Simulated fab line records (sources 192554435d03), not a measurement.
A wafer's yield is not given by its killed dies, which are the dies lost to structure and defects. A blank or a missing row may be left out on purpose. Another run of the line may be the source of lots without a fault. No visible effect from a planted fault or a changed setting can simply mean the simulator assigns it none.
Lot-split experiment / flow n5 finfet / 21 wafers read from 7 lots, route of 1938 steps

THE SPLIT
At N5_FIN_SAQP_EXPOSE_13 (exposes mask FIN CORE, target cd 35.6 nm), the setting dose mj was moved away from the recipe's 63.25 on 7 of the 21 wafers read, by -4.6% to +6.1%. This setting was run at the recipe's value on the other wafers.

FROM THE SPLIT TO THE READING: what the file shows between them, 2 steps
- N5_FIN_SAQP_PEB_14: peb time 60 s
- N5_FIN_SAQP_DEVELOP_15: develop time 30 s

THE READING
cd nm at N5_FIN_SAQP_CD_MEAS_16, given in nm (cd target 35.6 nm). On this fab line, fault-free wafers typically give 35.7 nm with a standard deviation of 0.31 nm.

wafer=L076.1; tool, chamber at the split=arfi scanner-03, 0; dose mj as run=63.25; against the recipe=recipe; cd nm, nm=35.9; against lot-mates on the recipe=-
wafer=L076.2; tool, chamber at the split=arfi scanner-03, 0; dose mj as run=63.25; against the recipe=recipe; cd nm, nm=35.7; against lot-mates on the recipe=-
wafer=L076.5; tool, chamber at the split=arfi scanner-03, 0; dose mj as run=63.25; against the recipe=recipe; cd nm, nm=35.9; against lot-mates on the recipe=-
wafer=L077.2; tool, chamber at the split=arfi scanner-03, 0; dose mj as run=66.43; against the recipe=+5.0%; cd nm, nm=33.9; against lot-mates on the recipe=no lot-mate on the recipe
wafer=L077.3; tool, chamber at the split=arfi scanner-03, 0; dose mj as run=66.43; against the recipe=+5.0%; cd nm, nm=34.1; against lot-mates on the recipe=no lot-mate on the recipe
wafer=L077.4; tool, chamber at the split=arfi scanner-03, 0; dose mj as run=66.43; against the recipe=+5.0%; cd nm, nm=34.7; against lot-mates on the recipe=no lot-mate on the recipe
wafer=L085.2; tool, chamber at the split=arfi scanner-01, 0; dose mj as run=63.25; against the recipe=recipe; cd nm, nm=35.6; against lot-mates on the recipe=-
wafer=L085.3; tool, chamber at the split=arfi scanner-01, 0; dose mj as run=63.25; against the recipe=recipe; cd nm, nm=36.0; against lot-mates on the recipe=-
wafer=L085.5; tool, chamber at the split=arfi scanner-01, 0; dose mj as run=60.32; against the recipe=-4.6%; cd nm, nm=37.9; against lot-mates on the recipe=+2.1
wafer=L089.1; tool, chamber at the split=arfi scanner-02, 0; dose mj as run=67.1; against the recipe=+6.1%; cd nm, nm=34.3; against lot-mates on the recipe=-1.8
wafer=L089.4; tool, chamber at the split=arfi scanner-02, 0; dose mj as run=63.25; against the recipe=recipe; cd nm, nm=35.9; against lot-mates on the recipe=-
wafer=L089.5; tool, chamber at the split=arfi scanner-02, 0; dose mj as run=63.25; against the recipe=recipe; cd nm, nm=36.2; against lot-mates on the recipe=-
wafer=L094.2; tool, chamber at the split=arfi scanner-01, 0; dose mj as run=60.62; against the recipe=-4.2%; cd nm, nm=36.9; against lot-mates on the recipe=+1.6
wafer=L094.4; tool, chamber at the split=arfi scanner-01, 0; dose mj as run=63.25; against the recipe=recipe; cd nm, nm=35.3; against lot-mates on the recipe=-
wafer=L094.6; tool, chamber at the split=arfi scanner-01, 0; dose mj as run=60.62; against the recipe=-4.2%; cd nm, nm=37.1; against lot-mates on the recipe=+1.8
wafer=L096.2; tool, chamber at the split=arfi scanner-02, 0; dose mj as run=63.25; against the recipe=recipe; cd nm, nm=35.7; against lot-mates on the recipe=-
wafer=L096.5; tool, chamber at the split=arfi scanner-02, 0; dose mj as run=63.25; against the recipe=recipe; cd nm, nm=35.9; against lot-mates on the recipe=-
wafer=L096.6; tool, chamber at the split=arfi scanner-02, 0; dose mj as run=63.25; against the recipe=recipe; cd nm, nm=35.9; against lot-mates on the recipe=-
wafer=L097.2; tool, chamber at the split=arfi scanner-02, 0; dose mj as run=63.25; against the recipe=recipe; cd nm, nm=35.9; against lot-mates on the recipe=-
wafer=L097.4; tool, chamber at the split=arfi scanner-02, 0; dose mj as run=63.25; against the recipe=recipe; cd nm, nm=35.7; against lot-mates on the recipe=-
wafer=L097.5; tool, chamber at the split=arfi scanner-02, 0; dose mj as run=63.25; against the recipe=recipe; cd nm, nm=36.1; against lot-mates on the recipe=-

FIT RESULTS
A straight line over all 21 wafers: cd nm changes by -0.314 nm for each +1% of dose mj; r = -0.96; the points scatter about the line by 0.29 nm.
The same after taking each lot's own level away (the mean of its wafers on the recipe; 18 wafers): -0.366 nm for each +1%; r = -0.97; scatter 0.2 nm.
That fit puts the effect of the largest move of dose mj on the reading at 2.2 nm.
Measured against the standard deviation above, the lots' own levels, which go from 35.30 to 36.05 nm, span 2.4 times it.
So the slope is not independent of the lot-to-lot level: the two fits are not the same.
Check: with one of the wafers moved furthest among these (+6.1%) left out of the fit, the line predicts -2.59 nm for it against its lot-mates. Against them it came out at -1.75 nm.

ADDITIONAL SPLITS CARRIED BY THESE WAFERS
Before the reading, these wafers also passed through other splits. Each is held against what the fit with the lots' levels taken away leaves over:
other split on the same wafers=N5_FIN_SAQP_COAT_49 spin rpm; wafers away from the commonest value=8; r with cd nm (lot level and that fit taken away)=+0.40

THE FILE'S OWN FIT
cd nm changes by -0.356 nm for each +1% of dose mj, r = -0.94.
